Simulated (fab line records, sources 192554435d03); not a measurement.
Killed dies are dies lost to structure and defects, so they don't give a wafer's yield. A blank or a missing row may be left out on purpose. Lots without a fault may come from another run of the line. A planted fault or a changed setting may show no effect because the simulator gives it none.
Chamber matching | flow n5_finfet | N5_HKMG_FIN_ETCH_54 on rie_diel-05: 4 sister chambers
The step etches SiARC in CF4, target depth 45.5 nm, time 75.8 s. 4 wafers are shown with their chamber, then 10 later ones without.

WAFERS WITH THEIR CHAMBER
wafer  | chamber | drypump_motor_current_A (A)
L081.2 | 1       | 6.2
L084.1 | 0       | 5.3
L084.4 | 3       | 5.6
L085.4 | 2       | 5.6

WAFERS WITHOUT THEIR CHAMBER
wafer  | drypump_motor_current_A (A)
L085.6 | 6.2
L089.2 | 5.6
L089.3 | 5.4
L089.5 | 6.2
L091.2 | 5.5
L091.5 | 5.4
L091.6 | 5.5
L096.2 | 5.5
L096.5 | 5.6
L096.6 | 5.6

WHICH CHAMBER EACH WENT THROUGH
wafer  | from the rows above          | in truth
L085.6 | 1                            | 1
L089.2 | can't be placed: 2 or 3      | 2
L089.3 | can't be placed: 0 or 2 or 3 | 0
L089.5 | 1                            | 1
L091.2 | can't be placed: 2 or 3 or 0 | 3
L091.5 | can't be placed: 0 or 2 or 3 | 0
L091.6 | can't be placed: 2 or 3 or 0 | 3
L096.2 | can't be placed: 2 or 3 or 0 | 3
L096.5 | can't be placed: 2 or 3      | 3
L096.6 | can't be placed: 2 or 3      | 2
Placed correctly: 2 of 10. Can't be placed from these rows: 8 (the true chamber is among the candidates in 8). Placed wrongly: 0.
How it was worked out, from the rows above alone: a wafer's distance from a chamber is the root of the sum, over the readings, of the square of ((its reading less the chamber's mean) divided by the reading's scatter). The wafer belongs to the nearest chamber; if the next one is less than 2 further off, it can't be placed. A chamber's mean is the mean of its shown wafers. The scatter: with one shown wafer a chamber, the root of the mean of the squares of how far each hidden wafer lies from its nearest shown one.
